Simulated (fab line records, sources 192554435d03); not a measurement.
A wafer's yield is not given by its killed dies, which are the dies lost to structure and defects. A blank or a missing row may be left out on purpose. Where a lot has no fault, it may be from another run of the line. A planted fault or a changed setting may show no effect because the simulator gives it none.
Problem report, 8D (eight disciplines) form, completed by code -- flow n5-finfet -- the parts of the form that need people (team, actions taken, sign-off) are left out

== 1. WHAT WENT WRONG ==
At N5_HKMG_FIN_ETCH_58, rf-fwd-power-W averages 1084.3 W over 2 wafers from 2 lots, while fault-free wafers read 874.4 W, standard deviation 2.7. Relative to the usual mean, that is a shift of +78 standard deviations.
The step: etches SOC in N2/H2, target depth 215.8 nm, time 741 s.
First seen on wafer L322.4, day 7 18:32, on rie-diel-01. Wafers with a number at this step in the record: 18, from 6 lots. Rule for "out" (also "out of limits"): further than 4 standard deviations from the usual mean. Any other wafer with a number is counted as sound.

== 2. WHAT IT IS; WHAT IT IS NOT ==
question,is,is not
which readings at this step,"rf-fwd-power-W, rf-vpp-V","drypump-motor-current-A, oes-product-au, showerhead-plenum-p-Torr, throttle-valve-pct"
which lots,"L322, L323","L312, L315, L326, L327"
which wafers of those lots,"L322.4, L323.2","L322.1, L322.3, L323.5, L323.6"
read on which tools,rie-diel-01,"rie-diel-03, rie-diel-06"
when,from day 7 18:32,"up to then (8 sound wafers); but 8 sound wafers of L323, L326, L327 came after"

== 3. THE SUSPECTS, EACH WITH WHAT RULES IT OUT ==
Counting: if a tool at a process step up to the reading ran every lot that is out, it stays a suspect. Sound lots after the first of them don't rule it out here, since some wafers of a struck lot are sound.
- rie-diel-01 at N5_HKMG_FIN_DESCUM_53 (chemistry O2, time 7.9 s): kept. Every lot that is out went through it, the first being L322 (day 7 18:14); the last sound lot it ran before that was L315 (day 6 04:08).
- rie-diel-01 at N5_HKMG_FIN_ETCH_54 (etches SiARC in CF4, target depth 45.5 nm, time 75.8 s): kept. Every lot that is out went through it, the first being L322 (day 7 18:16); the last sound lot it ran before that was L315 (day 6 04:11).
- rie-diel-01 at N5_HKMG_FIN_ETCH_55 (etches SOC in N2/H2, target depth 240 nm, time 300 s): kept. Every lot that is out went through it, the first being L322 (day 7 18:19); the last sound lot it ran before that was L315 (day 6 04:14).
- rie-diel-01 at N5_HKMG_FIN_STRIP_57 (strips in CF4): kept. Every lot that is out went through it, the first being L322 (day 7 18:31); the last sound lot it ran before that was L315 (day 6 04:25).
- rie-diel-01 at N5_HKMG_FIN_ETCH_58 (etches SOC in N2/H2, target depth 215.8 nm, time 741 s): kept. Every lot that is out went through it, the first being L322 (day 7 18:32); the last sound lot it ran before that was L315 (day 6 04:26). Its own readings are out on those wafers: rf-fwd-power-W, rf-vpp-V.
- In rie-diel-01 at N5_HKMG_FIN_DESCUM_53, the wafers that are out were processed in chamber 0 and their sound lot-mates in chambers 1, 2, 3.
- In rie-diel-01 at N5_HKMG_FIN_ETCH_54, the wafers that are out were processed in chamber 0 and their sound lot-mates in chambers 1, 2, 3.
- In rie-diel-01 at N5_HKMG_FIN_ETCH_55, the wafers that are out were processed in chamber 0 and their sound lot-mates in chambers 1, 2, 3.
- In rie-diel-01 at N5_HKMG_FIN_STRIP_57, the wafers that are out were processed in chamber 0 and their sound lot-mates in chambers 1, 2, 3.
- In rie-diel-01 at N5_HKMG_FIN_ETCH_58, the wafers that are out were processed in chamber 0 and their sound lot-mates in chambers 1, 2, 3.
Left after counting: rie-diel-01 at N5_HKMG_FIN_DESCUM_53, rie-diel-01 at N5_HKMG_FIN_ETCH_54, rie-diel-01 at N5_HKMG_FIN_ETCH_55, rie-diel-01 at N5_HKMG_FIN_STRIP_57, rie-diel-01 at N5_HKMG_FIN_ETCH_58.

== 4. THE CAUSE (what the simulator had put in) ==
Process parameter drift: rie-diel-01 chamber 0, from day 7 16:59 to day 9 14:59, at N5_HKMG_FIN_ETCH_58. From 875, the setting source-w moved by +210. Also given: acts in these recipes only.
5 suspects survive the count, and this tool is in that group.

== 5. THE EFFECT CHAIN, in route order ==
One row per reading whose mean, taken over the struck wafers that have a number, lies over 3 standard deviations from the usual. Readings are gone through only where the record gives a usual standard deviation; hours: the median, over the lots, of the time from a lot's start at the first step in this table giving one to that lot's start at this step; sigmas: the change measured in usual standard deviations.
hours,step,reading,usual,on struck wafers,change,sigmas
0,N5_HKMG_FIN_ETCH_58,rf-fwd-power-W,874.4 W,1084.3,+209.9,+78
0,N5_HKMG_FIN_ETCH_58,rf-vpp-V,99.1 V,93.0,-6.0,-6.1
Its process steps:
- N5_HKMG_FIN_ETCH_58: etches SOC in N2/H2, target depth 215.8 nm, time 741 s.
Later measuring or inspecting steps at which every struck wafer that the step has a row for has a number for every such reading, and none has moved that far: N5_BEOL_M4_RC_MEAS_101.

== 6. WHAT WOULD HAVE CAUGHT IT SOONER ==
In this record no reading fell out of limits until day 7 18:32, 2 hours after the fault had begun at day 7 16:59.
